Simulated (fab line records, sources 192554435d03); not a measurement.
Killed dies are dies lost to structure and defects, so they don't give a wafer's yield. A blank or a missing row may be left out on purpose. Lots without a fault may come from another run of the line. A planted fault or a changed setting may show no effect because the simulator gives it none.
A struck lot beside a sound one | flow n5_finfet | 14 steps out of a route of 1938
Sound: wafers L842.2, L842.4, L842.6. Struck: wafers L848.3, L848.5. The cause comes at the end.
At each step with rows: each side's tool, then ch and its chambers, then its first start. Under that, the readings that differ: sound wafers | struck wafers | difference of the means | sigmas: that difference in standard deviations of wafers without a fault.
alike: readings whose means differ by less than 2 such deviations, and words and numbers that are the same on both sides. not compared: withheld readings, readings that some wafer has no value for, bounds like >300 that may hide the same value, and numbers for which the record gives no deviation and whose values overlap.
The two part at a step that has a row with sigmas, a row that says differs or no value, or rows on one side only. Numbers that don't overlap but have no deviation are shown without sigmas and don't part them. A reading that every wafer of one side lacks parts them only if that side has two wafers or more.

first, 9 steps without rows for these wafers: N5_BEOL_M5_COAT_59 (time 60 s, resist thk 60 nm); N5_BEOL_M5_COAT_60 (time 60 s, resist thk 12 nm); N5_BEOL_M5_COAT_71 (time 60 s, resist thk 5 nm); N5_BEOL_M5_COAT_05 (resist thk 30 nm); N5_BEOL_M5_EBR_07; N5_BEOL_M5_SOFTBAKE_06 (time 60 s); N5_BEOL_M5_EXPOSE_08 (exposes mask M5, target cd 28 nm); N5_BEOL_M5_PEB_09 (peb time 60 s); N5_BEOL_M5_DEVELOP_10 (develop time 30 s).
N5_BEOL_M5_CD_MEAS_11: target cd 27.74 nm.
  sound on cd_sem-01 ch 0, day 7 16:12; struck on cd_sem-03 ch 0, day 9 14:16
  alike: cd_nm
N5_BEOL_M5_OVL_MEAS_12:
  sound on overlay-01 ch 0, day 7 16:14; struck on overlay-01 ch 0, day 9 14:19
  alike: M5_OVL
N5_BEOL_M5_INSPECT_13: inspects for defects (brightfield).
  sound on defect_inspect-01, day 7 16:17; struck on defect_inspect-02, day 9 14:22
  alike: raw_defect_count
N5_BEOL_M5_DESCUM_16: chemistry O2, time 7 s.
  sound on rie_diel-05 ch 1,2,3, day 7 16:20; struck on rie_diel-02 ch 0,1, day 9 14:23
  reading                                      | sound    | struck    | difference | sigmas
  model.CAR-EUV_of_BEOL_M5_COAT_05.thk_nm (nm) | 26 26 26 | 25.4 25.4 | -0.6       |
  alike: drypump_motor_current_A, oes_product_au, rf_vpp_V, showerhead_plenum_p_Torr, throttle_valve_pct
  not compared: rf_hours_counter_h
N5_BEOL_M5_ETCH_72: etches underlayer in N2/H2, target depth 6.5 nm, time 5.2 s.
  sound on rie_diel-05 ch 1,2,3, day 7 16:22; struck on rie_diel-02 ch 0,1, day 9 14:26
  alike: drypump_motor_current_A, etch_rf_on_time_s, oes_product_au, rf_vpp_V, showerhead_plenum_p_Torr, throttle_valve_pct
  not compared: rf_hours_counter_h

WHERE THEY PART
Nowhere in this record.

WHY: what the simulator had put in
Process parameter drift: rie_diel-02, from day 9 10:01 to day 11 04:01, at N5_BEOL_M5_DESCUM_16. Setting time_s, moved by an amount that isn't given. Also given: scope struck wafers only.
